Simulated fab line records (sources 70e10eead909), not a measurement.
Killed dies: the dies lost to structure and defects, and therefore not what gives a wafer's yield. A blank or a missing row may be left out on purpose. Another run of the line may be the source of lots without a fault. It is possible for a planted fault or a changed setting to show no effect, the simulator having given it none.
Comparing a struck lot with a sound one ; flow nand-harc ; 16 out of 1302 route steps
Sound: these wafers, L132.1, L132.4, L132.5. Struck: wafers L149.1, L149.2, L149.5. The cause is given at the end.
At each step with rows: each side's tool, then ch and its chambers, then its first start. Under that, the readings that differ: sound wafers ; struck wafers ; difference of the means ; sigmas: that difference in standard deviations of wafers without a fault.
alike: words and numbers the same on both sides, and readings whose means are apart by under 2 such deviations; not compared: readings that were withheld, readings missing a value for some wafer, numbers with overlapping values and no deviation given by the record, and bounds like >300 which may hide the same value.
The two part at a step that has a row with sigmas, a row that says differs or no value, or rows on one side only. Numbers that have no deviation but don't overlap get no sigmas and don't part them. A reading that every wafer of one side lacks parts them only if that side has two wafers or more.

first, 7 steps without rows for these wafers: NHARC_A_BONDPAD_COAT_33 (time 65 s); NHARC_A_BONDPAD_COAT_03 (resist thk 600 nm); NHARC_A_BONDPAD_SOFTBAKE_04 (time 70 s); NHARC_A_BONDPAD_EBR_05; NHARC_A_BONDPAD_EXPOSE_06 (exposes mask A BPAD); NHARC_A_BONDPAD_PEB_07 (peb time 80 s); NHARC_A_BONDPAD_DEVELOP_08 (time 50 s).
NHARC_A_BONDPAD_CD_MEAS_09: the cd target is 500 nm.
  sound on cd-sem-02 ch 0, day 24 01:11; struck on cd-sem-01 ch 0, day 30 01:33
  alike: cd-nm
NHARC_A_BONDPAD_OVL_MEAS_35:
  sound on overlay-02, day 24 01:16; struck on overlay-01, day 30 01:38
reading;sound;struck;difference;sigmas
overlay-y-nm (nm);8 8 8;-9 -9 -9;-17;-3
  alike: overlay-x-nm
then, 1 step without rows for these wafers: NHARC_A_BONDPAD_HARDBAKE_10 (time 65 s).
NHARC_A_BONDPAD_DESCUM_11: chemistry O2, time 3 s.
  sound on rie-diel-04 ch 0,2, day 24 01:25; struck on rie-diel-08 ch 0,1,3, day 30 01:47
  alike: drypump-motor-current-A, mfc-ar-sccm, oes-product-au, rf-vpp-V, showerhead-plenum-p-Torr, throttle-valve-pct
  not compared: rf-hours-counter-h
NHARC_A_BONDPAD_ETCH_34: etches the open film in N2/H2, target depth 60 nm, overetch 18 nm, time 65.91 s.
  sound on rie-diel-04 ch 0,2, day 24 01:29; struck on rie-diel-08 ch 0,3, day 30 01:51
reading;sound;struck;difference;sigmas
drypump-motor-current-A (A);6.23 5.84 5.82;5.28 5.35 5.30;-0.65;-2
  alike: mfc-ar-sccm, oes-product-au, rf-fwd-power-W, rf-vpp-V, showerhead-plenum-p-Torr, throttle-valve-pct
  not compared: rf-hours-counter-h
NHARC_A_BONDPAD_ETCH_12: etches the open film in CHF3/O2, target depth 220 nm, time 110 s.
  sound on rie-diel-04 ch 0,2, day 24 01:35; struck on rie-diel-08 ch 0,2, day 30 01:57
reading;sound;struck;difference;sigmas
oes-product-au (a.u.);0.982 0.968 0.973;0.733 0.740 0.740;-0.237;-11
rf-fwd-power-W (W);498.5 496.1 498.3;297.8 299.1 300.3;-198.6;-99 or more
  alike: chf3-flow-sccm, drypump-motor-current-A, mfc-ar-sccm, rf-vpp-V, showerhead-plenum-p-Torr, throttle-valve-pct
  not compared: rf-hours-counter-h
NHARC_A_BONDPAD_CD_MEAS_13:
  sound on cd-sem-01, day 24 01:43; struck on cd-sem-03, day 30 02:05
  alike: cd-nm
  not compared: hold
NHARC_A_BONDPAD_STRIP_15: strips in O2.
  sound on rie-diel-04 ch 0,1,3, day 24 01:47; struck on rie-diel-04 ch 0,2, day 30 02:10
  alike: drypump-motor-current-A, mfc-ar-sccm, oes-product-au, rf-vpp-V, showerhead-plenum-p-Torr, throttle-valve-pct
  not compared: hold, rf-hours-counter-h
NHARC_END_SORT_01:
  sound on prober-02 ch 0, day 25 17:16; struck on prober-02 ch 0, day 31 10:31
reading;sound;struck;difference;sigmas
hold;- - -;await-dispo/3.6h/scrap await-dispo/3.6h/scrap await-dispo/3.6h/scrap;no value on the sound wafers;
defect-limited-yield (%);89.1 91.4 90.5;0 0 0;-90;-30
killed-at-array;59 46 51;671 672 675;+621;+31
killed-at-other;8 7 5;1 1 0;-6;-4
killed-dies;74 58 64;677 677 677;+612;+31
  alike: killed-at-periphery, killed-open, killed-short

WHERE THEY PART
At NHARC_A_BONDPAD_OVL_MEAS_35 first; at NHARC_END_SORT_01 last (within this record only).

WHY: the cause the simulator had injected
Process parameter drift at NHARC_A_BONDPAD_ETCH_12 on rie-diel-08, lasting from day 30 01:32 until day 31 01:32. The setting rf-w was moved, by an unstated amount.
